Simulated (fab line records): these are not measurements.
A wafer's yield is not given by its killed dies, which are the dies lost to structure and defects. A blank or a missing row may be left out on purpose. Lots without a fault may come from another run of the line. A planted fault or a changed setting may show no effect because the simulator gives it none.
Which tool did it? || flow n5 finfet || 63 wafers from 21 lots sampled at 5 of the route's 1938 steps

## WHAT THE GAUGES READ, wafer by wafer
N5_BEOL_M8_INSPECT_30: inspects for defects (brightfield).
{"lot": "L074", "measured": "day 9 11:13", "on": "defect inspect-02", "raw defect count": "322 416 289"}
{"lot": "L077", "measured": "day 9 21:16", "on": "defect inspect-01", "raw defect count": "384 419 483"}
{"lot": "L075", "measured": "day 10 05:35", "on": "defect inspect-01", "raw defect count": "357 303 400"}
{"lot": "L078", "measured": "day 10 09:20", "on": "defect inspect-01", "raw defect count": "426 423 490"}
{"lot": "L079", "measured": "day 10 13:59", "on": "defect inspect-02", "raw defect count": "327 298 327"}
{"lot": "L080", "measured": "day 10 14:10", "on": "defect inspect-02", "raw defect count": "479 250 499"}
{"lot": "L081", "measured": "day 10 17:38", "on": "defect inspect-02", "raw defect count": "459 658 402"}
{"lot": "L082", "measured": "day 11 03:56", "on": "defect inspect-02", "raw defect count": "378 353 393"}
{"lot": "L083", "measured": "day 11 11:10", "on": "defect inspect-01", "raw defect count": "409 417 387"}
{"lot": "L085", "measured": "day 12 00:28", "on": "defect inspect-02", "raw defect count": "456 328 581"}
{"lot": "L086", "measured": "day 12 12:05", "on": "defect inspect-02", "raw defect count": "476 394 424"}
{"lot": "L084", "measured": "day 12 20:45", "on": "defect inspect-02", "raw defect count": "379 427 379"}
{"lot": "L088", "measured": "day 12 20:55", "on": "defect inspect-01", "raw defect count": "508 395 630"}
{"lot": "L090", "measured": "day 12 23:09", "on": "defect inspect-02", "raw defect count": "380 358 335"}
{"lot": "L087", "measured": "day 12 23:11", "on": "defect inspect-02", "raw defect count": "339 291 376"}
{"lot": "L089", "measured": "day 13 02:41", "on": "defect inspect-02", "raw defect count": "466 428 353"}
{"lot": "L091", "measured": "day 13 14:24", "on": "defect inspect-02", "raw defect count": "356 241 371"}
{"lot": "L092", "measured": "day 14 00:01", "on": "defect inspect-02", "raw defect count": "412 323 417"}
{"lot": "L094", "measured": "day 14 10:14", "on": "defect inspect-01", "raw defect count": "446 527 437"}
{"lot": "L096", "measured": "day 14 17:47", "on": "defect inspect-01", "raw defect count": "298 297 364"}
{"lot": "L095", "measured": "day 14 17:57", "on": "defect inspect-02", "raw defect count": "337 320 353"}

N5_BEOL_M9_THK_MEAS_01.
{"lot": "L074", "measured": "day 9 16:06", "on": "film metro-02", "M9_ILD_THK (nm)": "273 267 268"}
{"lot": "L077", "measured": "day 10 02:19", "on": "film metro-02", "M9_ILD_THK (nm)": "265 269 267"}
{"lot": "L075", "measured": "day 10 10:26", "on": "film metro-02", "M9_ILD_THK (nm)": "270 272 267"}
{"lot": "L078", "measured": "day 10 13:49", "on": "film metro-01", "M9_ILD_THK (nm)": "267 271 273"}
{"lot": "L079", "measured": "day 10 20:01", "on": "film metro-02", "M9_ILD_THK (nm)": "267 268 270"}
{"lot": "L080", "measured": "day 10 20:39", "on": "film metro-01", "M9_ILD_THK (nm)": "263 278 269"}
{"lot": "L081", "measured": "day 10 22:13", "on": "film metro-02", "M9_ILD_THK (nm)": "263 267 269"}
{"lot": "L082", "measured": "day 11 07:11", "on": "film metro-01", "M9_ILD_THK (nm)": "265 270 268"}
{"lot": "L083", "measured": "day 11 14:45", "on": "film metro-02", "M9_ILD_THK (nm)": "264 267 272"}
{"lot": "L085", "measured": "day 12 04:43", "on": "film metro-01", "M9_ILD_THK (nm)": "266 269 272"}
{"lot": "L086", "measured": "day 12 15:22", "on": "film metro-01", "M9_ILD_THK (nm)": "267 266 266"}
{"lot": "L084", "measured": "day 13 00:37", "on": "film metro-02", "M9_ILD_THK (nm)": "261 267 267"}
{"lot": "L088", "measured": "day 13 01:34", "on": "film metro-02", "M9_ILD_THK (nm)": "265 271 272"}
{"lot": "L090", "measured": "day 13 02:35", "on": "film metro-02", "M9_ILD_THK (nm)": "264 267 275"}
{"lot": "L087", "measured": "day 13 02:51", "on": "film metro-02", "M9_ILD_THK (nm)": "270 265 270"}
{"lot": "L089", "measured": "day 13 07:57", "on": "film metro-01", "M9_ILD_THK (nm)": "269 275 271"}
{"lot": "L091", "measured": "day 13 18:20", "on": "film metro-01", "M9_ILD_THK (nm)": "266 268 271"}
{"lot": "L092", "measured": "day 14 04:21", "on": "film metro-02", "M9_ILD_THK (nm)": "266 274 271"}
{"lot": "L094", "measured": "day 14 14:10", "on": "film metro-02", "M9_ILD_THK (nm)": "274 271 276"}
{"lot": "L096", "measured": "day 14 21:52", "on": "film metro-01", "M9_ILD_THK (nm)": "267 264 268"}
{"lot": "L095", "measured": "day 14 22:02", "on": "film metro-01", "M9_ILD_THK (nm)": "268 272 270"}

## TOOL THAT RAN EACH LOT (tool first, then ch and the chambers of the sampled wafers, then the start)
{"lot": "L074", "N5_BEOL_M8_DESCUM_33": "rie diel-04 ch 0,1,2, day 9 11:16", "N5_BEOL_M8_ETCH_65": "rie diel-04 ch 0,1,2, day 9 11:19", "N5_BEOL_M8_STRIP_80": "rie diel-04 ch 0,1,2, day 9 16:06 or earlier"}
{"lot": "L077", "N5_BEOL_M8_DESCUM_33": "rie diel-05 ch 2,3, day 9 22:23", "N5_BEOL_M8_ETCH_65": "rie diel-05 ch 2,3, day 9 22:28", "N5_BEOL_M8_STRIP_80": "rie diel-05 ch 2,3, day 10 02:19 or earlier"}
{"lot": "L075", "N5_BEOL_M8_DESCUM_33": "rie diel-05 ch 2,3, day 10 06:58", "N5_BEOL_M8_ETCH_65": "rie diel-05 ch 2,3, day 10 07:02", "N5_BEOL_M8_STRIP_80": "rie diel-05 ch 2,3, day 10 10:26 or earlier"}
{"lot": "L078", "N5_BEOL_M8_DESCUM_33": "rie diel-02 ch 0,1,2, day 10 10:14", "N5_BEOL_M8_ETCH_65": "rie diel-02 ch 0,1,2, day 10 10:17", "N5_BEOL_M8_STRIP_80": "rie diel-02 ch 0,1,2, day 10 13:49 or earlier"}
{"lot": "L079", "N5_BEOL_M8_DESCUM_33": "rie diel-04 ch 1,3, day 10 15:04", "N5_BEOL_M8_ETCH_65": "rie diel-04 ch 1,3, day 10 15:07", "N5_BEOL_M8_STRIP_80": "rie diel-04 ch 1,3, day 10 20:01 or earlier"}
{"lot": "L080", "N5_BEOL_M8_DESCUM_33": "rie diel-02 ch 0,1,2, day 10 15:16", "N5_BEOL_M8_ETCH_65": "rie diel-02 ch 0,1,2, day 10 15:19", "N5_BEOL_M8_STRIP_80": "rie diel-02 ch 0,1,2, day 10 20:39 or earlier"}
{"lot": "L081", "N5_BEOL_M8_DESCUM_33": "rie diel-04 ch 1,3, day 10 18:05", "N5_BEOL_M8_ETCH_65": "rie diel-04 ch 1,3, day 10 18:09", "N5_BEOL_M8_STRIP_80": "rie diel-04 ch 1,3, day 10 22:13 or earlier"}
{"lot": "L082", "N5_BEOL_M8_DESCUM_33": "rie diel-05 ch 0,2,3, day 11 03:58", "N5_BEOL_M8_ETCH_65": "rie diel-05 ch 0,2,3, day 11 04:01", "N5_BEOL_M8_STRIP_80": "rie diel-05 ch 0,2,3, day 11 07:11 or earlier"}
{"lot": "L083", "N5_BEOL_M8_DESCUM_33": "rie diel-02 ch 1,2,3, day 11 11:13", "N5_BEOL_M8_ETCH_65": "rie diel-02 ch 1,2,3, day 11 11:16", "N5_BEOL_M8_STRIP_80": "rie diel-02 ch 1,2,3, day 11 14:45 or earlier"}
{"lot": "L085", "N5_BEOL_M8_DESCUM_33": "rie diel-04 ch 0,3, day 12 00:31", "N5_BEOL_M8_ETCH_65": "rie diel-04 ch 0,3, day 12 00:34", "N5_BEOL_M8_STRIP_80": "rie diel-04 ch 0,3, day 12 04:43 or earlier"}
{"lot": "L086", "N5_BEOL_M8_DESCUM_33": "rie diel-04 ch 0,2,3, day 12 12:07", "N5_BEOL_M8_ETCH_65": "rie diel-04 ch 0,2,3, day 12 12:10", "N5_BEOL_M8_STRIP_80": "rie diel-04 ch 0,2,3, day 12 15:22 or earlier"}
{"lot": "L084", "N5_BEOL_M8_DESCUM_33": "rie diel-04 ch 2,3, day 12 21:00", "N5_BEOL_M8_ETCH_65": "rie diel-04 ch 2,3, day 12 21:04", "N5_BEOL_M8_STRIP_80": "rie diel-04 ch 2,3, day 13 00:37 or earlier"}
{"lot": "L088", "N5_BEOL_M8_DESCUM_33": "rie diel-04 ch 0,1, day 12 21:31", "N5_BEOL_M8_ETCH_65": "rie diel-04 ch 0,1, day 12 21:34", "N5_BEOL_M8_STRIP_80": "rie diel-04 ch 0,1, day 13 01:34 or earlier"}
{"lot": "L090", "N5_BEOL_M8_DESCUM_33": "rie diel-02 ch 0,1,3, day 12 23:11", "N5_BEOL_M8_ETCH_65": "rie diel-02 ch 0,1,3, day 12 23:14", "N5_BEOL_M8_STRIP_80": "rie diel-02 ch 0,1,3, day 13 02:35 or earlier"}
{"lot": "L087", "N5_BEOL_M8_DESCUM_33": "rie diel-05 ch 0,3, day 12 23:33", "N5_BEOL_M8_ETCH_65": "rie diel-05 ch 0,3, day 12 23:36", "N5_BEOL_M8_STRIP_80": "rie diel-05 ch 0,3, day 13 02:51 or earlier"}
{"lot": "L089", "N5_BEOL_M8_DESCUM_33": "rie diel-05 ch 0,2,3, day 13 02:44", "N5_BEOL_M8_ETCH_65": "rie diel-05 ch 0,2,3, day 13 02:47", "N5_BEOL_M8_STRIP_80": "rie diel-05 ch 0,2,3, day 13 07:57 or earlier"}
{"lot": "L091", "N5_BEOL_M8_DESCUM_33": "rie diel-04 ch 0,2, day 13 14:29", "N5_BEOL_M8_ETCH_65": "rie diel-04 ch 0,2, day 13 14:32", "N5_BEOL_M8_STRIP_80": "rie diel-04 ch 0,2, day 13 18:20 or earlier"}
{"lot": "L092", "N5_BEOL_M8_DESCUM_33": "rie diel-02 ch 0,1, day 14 00:04", "N5_BEOL_M8_ETCH_65": "rie diel-02 ch 0,1, day 14 00:07", "N5_BEOL_M8_STRIP_80": "rie diel-02 ch 0,1, day 14 04:21 or earlier"}
{"lot": "L094", "N5_BEOL_M8_DESCUM_33": "rie diel-04 ch 0,1,3, day 14 10:16", "N5_BEOL_M8_ETCH_65": "rie diel-04 ch 0,1,3, day 14 10:19", "N5_BEOL_M8_STRIP_80": "rie diel-04 ch 0,1,3, day 14 14:10 or earlier"}
{"lot": "L096", "N5_BEOL_M8_DESCUM_33": "rie diel-05 ch 0,2,3, day 14 17:49", "N5_BEOL_M8_ETCH_65": "rie diel-05 ch 0,2,3, day 14 17:52", "N5_BEOL_M8_STRIP_80": "rie diel-05 ch 0,2,3, day 14 21:52 or earlier"}
{"lot": "L095", "N5_BEOL_M8_DESCUM_33": "rie diel-02 ch 0,1,3, day 14 18:10", "N5_BEOL_M8_ETCH_65": "rie diel-02 ch 0,1,3, day 14 18:13", "N5_BEOL_M8_STRIP_80": "rie diel-02 ch 0,1,3, day 14 22:02 or earlier"}
- N5_BEOL_M8_DESCUM_33: chemistry O2, time 7 s.
- N5_BEOL_M8_ETCH_65: etches SiARC in CF4, target depth 15.6 nm, time 26 s.
- N5_BEOL_M8_STRIP_80: strips in N2/H2, time 10 s.

## AS READ BY THE TOOLS THEMSELVES (means over the sampled wafers that have a number; for cases with no such wafer, the mark the record gives instead)
N5_BEOL_M8_DESCUM_33.
{"lot": "L074", "tool": "rie diel-04", "drypump motor current A (A)": 5.3, "oes product au (a.u.)": 0.76, "rf vpp V (V)": 242.5, "showerhead plenum p Torr (Torr)": 2.06, "temp c (C)": 39.98, "throttle valve pct (%)": 20.48}
{"lot": "L077", "tool": "rie diel-05", "drypump motor current A (A)": 5.8, "oes product au (a.u.)": 0.83, "rf vpp V (V)": 244.7, "showerhead plenum p Torr (Torr)": 2.19, "temp c (C)": 39.97, "throttle valve pct (%)": 20.25}
{"lot": "L075", "tool": "rie diel-05", "drypump motor current A (A)": 5.8, "oes product au (a.u.)": 0.82, "rf vpp V (V)": 244.5, "showerhead plenum p Torr (Torr)": 2.19, "temp c (C)": 39.86, "throttle valve pct (%)": 20.27}
{"lot": "L078", "tool": "rie diel-02", "drypump motor current A (A)": 5.5, "oes product au (a.u.)": 0.75, "rf vpp V (V)": 242.7, "showerhead plenum p Torr (Torr)": 2.09, "temp c (C)": 40.05, "throttle valve pct (%)": 20.40}
{"lot": "L079", "tool": "rie diel-04", "drypump motor current A (A)": 5.4, "oes product au (a.u.)": 0.70, "rf vpp V (V)": 242.7, "showerhead plenum p Torr (Torr)": 2.08, "temp c (C)": 39.96, "throttle valve pct (%)": 20.47}
{"lot": "L080", "tool": "rie diel-02", "drypump motor current A (A)": 5.5, "oes product au (a.u.)": 0.75, "rf vpp V (V)": 242.6, "showerhead plenum p Torr (Torr)": 2.09, "temp c (C)": 39.91, "throttle valve pct (%)": 20.39}
{"lot": "L081", "tool": "rie diel-04", "drypump motor current A (A)": 5.4, "oes product au (a.u.)": 0.70, "rf vpp V (V)": 243.5, "showerhead plenum p Torr (Torr)": 2.08, "temp c (C)": 39.87, "throttle valve pct (%)": 20.48}
{"lot": "L082", "tool": "rie diel-05", "drypump motor current A (A)": 5.5, "oes product au (a.u.)": 0.78, "rf vpp V (V)": 245.2, "showerhead plenum p Torr (Torr)": 2.16, "temp c (C)": 40.00, "throttle valve pct (%)": 20.23}
{"lot": "L083", "tool": "rie diel-02", "drypump motor current A (A)": 5.4, "oes product au (a.u.)": 0.79, "rf vpp V (V)": 243.8, "showerhead plenum p Torr (Torr)": 2.13, "temp c (C)": 39.95, "throttle valve pct (%)": 20.35}
{"lot": "L085", "tool": "rie diel-04", "drypump motor current A (A)": 5.7, "oes product au (a.u.)": 0.68, "rf vpp V (V)": 241.9, "showerhead plenum p Torr (Torr)": 1.96, "temp c (C)": 40.05, "throttle valve pct (%)": 20.46}
{"lot": "L086", "tool": "rie diel-04", "drypump motor current A (A)": 5.4, "oes product au (a.u.)": 0.73, "rf vpp V (V)": 241.4, "showerhead plenum p Torr (Torr)": 1.99, "temp c (C)": 39.94, "throttle valve pct (%)": 20.42}
{"lot": "L084", "tool": "rie diel-04", "drypump motor current A (A)": 5.1, "oes product au (a.u.)": 0.79, "rf vpp V (V)": 242.0, "showerhead plenum p Torr (Torr)": 2.01, "temp c (C)": 39.98, "throttle valve pct (%)": 20.39}
{"lot": "L088", "tool": "rie diel-04", "drypump motor current A (A)": 5.5, "oes product au (a.u.)": 0.68, "rf vpp V (V)": 243.2, "showerhead plenum p Torr (Torr)": 2.08, "temp c (C)": 40.02, "throttle valve pct (%)": 20.57}
{"lot": "L090", "tool": "rie diel-02", "drypump motor current A (A)": 5.4, "oes product au (a.u.)": 0.78, "rf vpp V (V)": 243.4, "showerhead plenum p Torr (Torr)": 2.07, "temp c (C)": 39.89, "throttle valve pct (%)": 20.37}
{"lot": "L087", "tool": "rie diel-05", "drypump motor current A (A)": 5.2, "oes product au (a.u.)": 0.79, "rf vpp V (V)": 244.2, "showerhead plenum p Torr (Torr)": 2.13, "temp c (C)": 39.96, "throttle valve pct (%)": 20.12}
{"lot": "L089", "tool": "rie diel-05", "drypump motor current A (A)": 5.5, "oes product au (a.u.)": 0.76, "rf vpp V (V)": 243.8, "showerhead plenum p Torr (Torr)": 2.15, "temp c (C)": 39.97, "throttle valve pct (%)": 20.26}
{"lot": "L091", "tool": "rie diel-04", "drypump motor current A (A)": 5.2, "oes product au (a.u.)": 0.77, "rf vpp V (V)": 241.8, "showerhead plenum p Torr (Torr)": 2.01, "temp c (C)": 39.96, "throttle valve pct (%)": 20.47}
{"lot": "L092", "tool": "rie diel-02", "drypump motor current A (A)": 5.2, "oes product au (a.u.)": 0.77, "rf vpp V (V)": 242.3, "showerhead plenum p Torr (Torr)": 2.08, "temp c (C)": 39.91, "throttle valve pct (%)": 20.37}
{"lot": "L094", "tool": "rie diel-04", "drypump motor current A (A)": 5.6, "oes product au (a.u.)": 0.76, "rf vpp V (V)": 242.0, "showerhead plenum p Torr (Torr)": 2.02, "temp c (C)": 40.05, "throttle valve pct (%)": 20.41}
{"lot": "L096", "tool": "rie diel-05", "drypump motor current A (A)": 5.5, "oes product au (a.u.)": 0.75, "rf vpp V (V)": 244.5, "showerhead plenum p Torr (Torr)": 2.15, "temp c (C)": 40.00, "throttle valve pct (%)": 20.28}
{"lot": "L095", "tool": "rie diel-02", "drypump motor current A (A)": 5.3, "oes product au (a.u.)": 0.77, "rf vpp V (V)": 242.5, "showerhead plenum p Torr (Torr)": 2.07, "temp c (C)": 39.86, "throttle valve pct (%)": 20.40}

N5_BEOL_M8_ETCH_65.
{"lot": "L074", "tool": "rie diel-04", "drypump motor current A (A)": 5.3, "etch rf on time s (s)": 26.2, "oes product au (a.u.)": 0.64, "rf vpp V (V)": 183.5, "showerhead plenum p Torr (Torr)": 2.12, "throttle valve pct (%)": 15.74}
{"lot": "L077", "tool": "rie diel-05", "drypump motor current A (A)": 5.8, "etch rf on time s (s)": 26.5, "oes product au (a.u.)": 0.70, "rf vpp V (V)": 185.1, "showerhead plenum p Torr (Torr)": 2.25, "throttle valve pct (%)": 15.49}
{"lot": "L075", "tool": "rie diel-05", "drypump motor current A (A)": 5.8, "etch rf on time s (s)": 26.5, "oes product au (a.u.)": 0.69, "rf vpp V (V)": 185.1, "showerhead plenum p Torr (Torr)": 2.24, "throttle valve pct (%)": 15.49}
{"lot": "L078", "tool": "rie diel-02", "drypump motor current A (A)": 5.5, "etch rf on time s (s)": 26.3, "oes product au (a.u.)": 0.63, "rf vpp V (V)": 183.4, "showerhead plenum p Torr (Torr)": 2.14, "throttle valve pct (%)": 15.63}
{"lot": "L079", "tool": "rie diel-04", "drypump motor current A (A)": 5.4, "etch rf on time s (s)": 26.2, "oes product au (a.u.)": 0.60, "rf vpp V (V)": 184.0, "showerhead plenum p Torr (Torr)": 2.15, "throttle valve pct (%)": 15.82}
{"lot": "L080", "tool": "rie diel-02", "drypump motor current A (A)": 5.5, "etch rf on time s (s)": 25.7, "oes product au (a.u.)": 0.64, "rf vpp V (V)": 184.1, "showerhead plenum p Torr (Torr)": 2.14, "throttle valve pct (%)": 15.63}
{"lot": "L081", "tool": "rie diel-04", "drypump motor current A (A)": 5.4, "etch rf on time s (s)": 26.3, "oes product au (a.u.)": 0.59, "rf vpp V (V)": 184.7, "showerhead plenum p Torr (Torr)": 2.15, "throttle valve pct (%)": 15.83}
{"lot": "L082", "tool": "rie diel-05", "drypump motor current A (A)": 5.5, "etch rf on time s (s)": 26.6, "oes product au (a.u.)": 0.67, "rf vpp V (V)": 184.6, "showerhead plenum p Torr (Torr)": 2.21, "throttle valve pct (%)": 15.45}
{"lot": "L083", "tool": "rie diel-02", "drypump motor current A (A)": 5.4, "etch rf on time s (s)": 25.8, "oes product au (a.u.)": 0.68, "rf vpp V (V)": 184.8, "showerhead plenum p Torr (Torr)": 2.19, "throttle valve pct (%)": 15.61}
{"lot": "L085", "tool": "rie diel-04", "drypump motor current A (A)": 5.8, "etch rf on time s (s)": 26.4, "oes product au (a.u.)": 0.58, "rf vpp V (V)": 182.5, "showerhead plenum p Torr (Torr)": 2.04, "throttle valve pct (%)": 15.82}
{"lot": "L086", "tool": "rie diel-04", "drypump motor current A (A)": 5.4, "etch rf on time s (s)": 26.2, "oes product au (a.u.)": 0.62, "rf vpp V (V)": 182.9, "showerhead plenum p Torr (Torr)": 2.05, "throttle valve pct (%)": 15.71}
{"lot": "L084", "tool": "rie diel-04", "drypump motor current A (A)": 5.1, "etch rf on time s (s)": 26.4, "oes product au (a.u.)": 0.66, "rf vpp V (V)": 184.4, "showerhead plenum p Torr (Torr)": 2.06, "throttle valve pct (%)": 15.60}
{"lot": "L088", "tool": "rie diel-04", "drypump motor current A (A)": 5.5, "etch rf on time s (s)": 26.3, "oes product au (a.u.)": 0.58, "rf vpp V (V)": 184.7, "showerhead plenum p Torr (Torr)": 2.15, "throttle valve pct (%)": 15.91}
{"lot": "L090", "tool": "rie diel-02", "drypump motor current A (A)": 5.4, "etch rf on time s (s)": 26.5, "oes product au (a.u.)": 0.66, "rf vpp V (V)": 184.3, "showerhead plenum p Torr (Torr)": 2.13, "throttle valve pct (%)": 15.59}
{"lot": "L087", "tool": "rie diel-05", "drypump motor current A (A)": 5.2, "etch rf on time s (s)": 26.4, "oes product au (a.u.)": 0.68, "rf vpp V (V)": 184.8, "showerhead plenum p Torr (Torr)": 2.19, "throttle valve pct (%)": 15.38}
{"lot": "L089", "tool": "rie diel-05", "drypump motor current A (A)": 5.5, "etch rf on time s (s)": 26.5, "oes product au (a.u.)": 0.64, "rf vpp V (V)": 184.4, "showerhead plenum p Torr (Torr)": 2.20, "throttle valve pct (%)": 15.50}
{"lot": "L091", "tool": "rie diel-04", "drypump motor current A (A)": 5.1, "etch rf on time s (s)": 26.1, "oes product au (a.u.)": 0.66, "rf vpp V (V)": 183.4, "showerhead plenum p Torr (Torr)": 2.07, "throttle valve pct (%)": 15.67}
{"lot": "L092", "tool": "rie diel-02", "drypump motor current A (A)": 5.1, "etch rf on time s (s)": 26.2, "oes product au (a.u.)": 0.65, "rf vpp V (V)": 184.5, "showerhead plenum p Torr (Torr)": 2.13, "throttle valve pct (%)": 15.52}
{"lot": "L094", "tool": "rie diel-04", "drypump motor current A (A)": 5.6, "etch rf on time s (s)": 26.6, "oes product au (a.u.)": 0.64, "rf vpp V (V)": 183.7, "showerhead plenum p Torr (Torr)": 2.08, "throttle valve pct (%)": 15.72}
{"lot": "L096", "tool": "rie diel-05", "drypump motor current A (A)": 5.5, "etch rf on time s (s)": 26.7, "oes product au (a.u.)": 0.63, "rf vpp V (V)": 184.1, "showerhead plenum p Torr (Torr)": 2.20, "throttle valve pct (%)": 15.52}
{"lot": "L095", "tool": "rie diel-02", "drypump motor current A (A)": 5.3, "etch rf on time s (s)": 26.0, "oes product au (a.u.)": 0.65, "rf vpp V (V)": 183.4, "showerhead plenum p Torr (Torr)": 2.12, "throttle valve pct (%)": 15.62}

N5_BEOL_M8_STRIP_80.
{"lot": "L074", "tool": "rie diel-04", "drypump motor current A (A)": 5.3, "oes product au (a.u.)": 0.76, "rf vpp V (V)": 59.4, "showerhead plenum p Torr (Torr)": 2.49, "temp c (C)": 39.92, "throttle valve pct (%)": 23.63}
{"lot": "L077", "tool": "rie diel-05", "drypump motor current A (A)": 5.8, "oes product au (a.u.)": 0.83, "rf vpp V (V)": 59.4, "showerhead plenum p Torr (Torr)": 2.68, "temp c (C)": 39.95, "throttle valve pct (%)": 23.61}
{"lot": "L075", "tool": "rie diel-05", "drypump motor current A (A)": 5.8, "oes product au (a.u.)": 0.82, "rf vpp V (V)": 60.1, "showerhead plenum p Torr (Torr)": 2.67, "temp c (C)": 40.07, "throttle valve pct (%)": 23.60}
{"lot": "L078", "tool": "rie diel-02", "drypump motor current A (A)": 5.5, "oes product au (a.u.)": 0.75, "rf vpp V (V)": 59.4, "showerhead plenum p Torr (Torr)": 2.55, "temp c (C)": 40.03, "throttle valve pct (%)": 23.70}
{"lot": "L079", "tool": "rie diel-04", "drypump motor current A (A)": 5.4, "oes product au (a.u.)": 0.69, "rf vpp V (V)": 59.1, "showerhead plenum p Torr (Torr)": 2.54, "temp c (C)": 40.06, "throttle valve pct (%)": 23.66}
{"lot": "L080", "tool": "rie diel-02", "drypump motor current A (A)": 5.5, "oes product au (a.u.)": 0.74, "rf vpp V (V)": 58.8, "showerhead plenum p Torr (Torr)": 2.54, "temp c (C)": 39.98, "throttle valve pct (%)": 23.70}
{"lot": "L081", "tool": "rie diel-04", "drypump motor current A (A)": 5.4, "oes product au (a.u.)": 0.69, "rf vpp V (V)": 59.2, "showerhead plenum p Torr (Torr)": 2.54, "temp c (C)": 40.03, "throttle valve pct (%)": 23.66}
{"lot": "L082", "tool": "rie diel-05", "drypump motor current A (A)": 5.5, "oes product au (a.u.)": 0.78, "rf vpp V (V)": 59.0, "showerhead plenum p Torr (Torr)": 2.63, "temp c (C)": 40.12, "throttle valve pct (%)": 23.49}
{"lot": "L083", "tool": "rie diel-02", "drypump motor current A (A)": 5.4, "oes product au (a.u.)": 0.80, "rf vpp V (V)": 59.2, "showerhead plenum p Torr (Torr)": 2.59, "temp c (C)": 40.02, "throttle valve pct (%)": 23.46}
{"lot": "L085", "tool": "rie diel-04", "drypump motor current A (A)": 5.8, "oes product au (a.u.)": 0.68, "rf vpp V (V)": 59.2, "showerhead plenum p Torr (Torr)": 2.41, "temp c (C)": 39.96, "throttle valve pct (%)": 23.79}
{"lot": "L086", "tool": "rie diel-04", "drypump motor current A (A)": 5.4, "oes product au (a.u.)": 0.73, "rf vpp V (V)": 59.4, "showerhead plenum p Torr (Torr)": 2.42, "temp c (C)": 40.07, "throttle valve pct (%)": 23.60}
{"lot": "L084", "tool": "rie diel-04", "drypump motor current A (A)": 5.1, "oes product au (a.u.)": 0.78, "rf vpp V (V)": 58.6, "showerhead plenum p Torr (Torr)": 2.43, "temp c (C)": 40.02, "throttle valve pct (%)": 23.42}
{"lot": "L088", "tool": "rie diel-04", "drypump motor current A (A)": 5.5, "oes product au (a.u.)": 0.68, "rf vpp V (V)": 58.6, "showerhead plenum p Torr (Torr)": 2.53, "temp c (C)": 39.96, "throttle valve pct (%)": 23.80}
{"lot": "L090", "tool": "rie diel-02", "drypump motor current A (A)": 5.4, "oes product au (a.u.)": 0.78, "rf vpp V (V)": 59.4, "showerhead plenum p Torr (Torr)": 2.51, "temp c (C)": 40.00, "throttle valve pct (%)": 23.61}
{"lot": "L087", "tool": "rie diel-05", "drypump motor current A (A)": 5.2, "oes product au (a.u.)": 0.79, "rf vpp V (V)": 59.1, "showerhead plenum p Torr (Torr)": 2.60, "temp c (C)": 40.02, "throttle valve pct (%)": 23.32}
{"lot": "L089", "tool": "rie diel-05", "drypump motor current A (A)": 5.5, "oes product au (a.u.)": 0.76, "rf vpp V (V)": 59.3, "showerhead plenum p Torr (Torr)": 2.62, "temp c (C)": 40.02, "throttle valve pct (%)": 23.50}
{"lot": "L091", "tool": "rie diel-04", "drypump motor current A (A)": 5.2, "oes product au (a.u.)": 0.77, "rf vpp V (V)": 58.3, "showerhead plenum p Torr (Torr)": 2.43, "temp c (C)": 40.03, "throttle valve pct (%)": 23.54}
{"lot": "L092", "tool": "rie diel-02", "drypump motor current A (A)": 5.2, "oes product au (a.u.)": 0.77, "rf vpp V (V)": 59.8, "showerhead plenum p Torr (Torr)": 2.51, "temp c (C)": 40.00, "throttle valve pct (%)": 23.59}
{"lot": "L094", "tool": "rie diel-04", "drypump motor current A (A)": 5.6, "oes product au (a.u.)": 0.76, "rf vpp V (V)": 59.4, "showerhead plenum p Torr (Torr)": 2.46, "temp c (C)": 40.03, "throttle valve pct (%)": 23.69}
{"lot": "L096", "tool": "rie diel-05", "drypump motor current A (A)": 5.5, "oes product au (a.u.)": 0.75, "rf vpp V (V)": 59.7, "showerhead plenum p Torr (Torr)": 2.62, "temp c (C)": 39.98, "throttle valve pct (%)": 23.51}
{"lot": "L095", "tool": "rie diel-02", "drypump motor current A (A)": 5.4, "oes product au (a.u.)": 0.77, "rf vpp V (V)": 58.8, "showerhead plenum p Torr (Torr)": 2.51, "temp c (C)": 40.06, "throttle valve pct (%)": 23.64}

## THE ANSWER, worked out from the rows above alone
Rule: the lots themselves supply what counts as usual. Put in order of their means at a reading, lots are off if they are a third of the lots or fewer, leave a main group of 4 or more, and stand apart from it by a gap of 3 or more times the standard deviation of the main group's means; of several such gaps the widest counts. Not used: any main group whose means are identical at the precision the tables above print for the reading. A lot without any number at a reading at which 4 lots or more have one is off too. Where the step has rows for the other lots, those lots are counted as sound. First the gauges in route order, then the tools' own readings, where a lot's mean is used as printed above. The first step at which some lot is off is used, and at that step the reading that is off furthest; a lot without a number counts as furthest.
Nothing can be told from this: no lot is off at any reading shown.

## WHAT WAS PUT IN BY THE SIMULATOR
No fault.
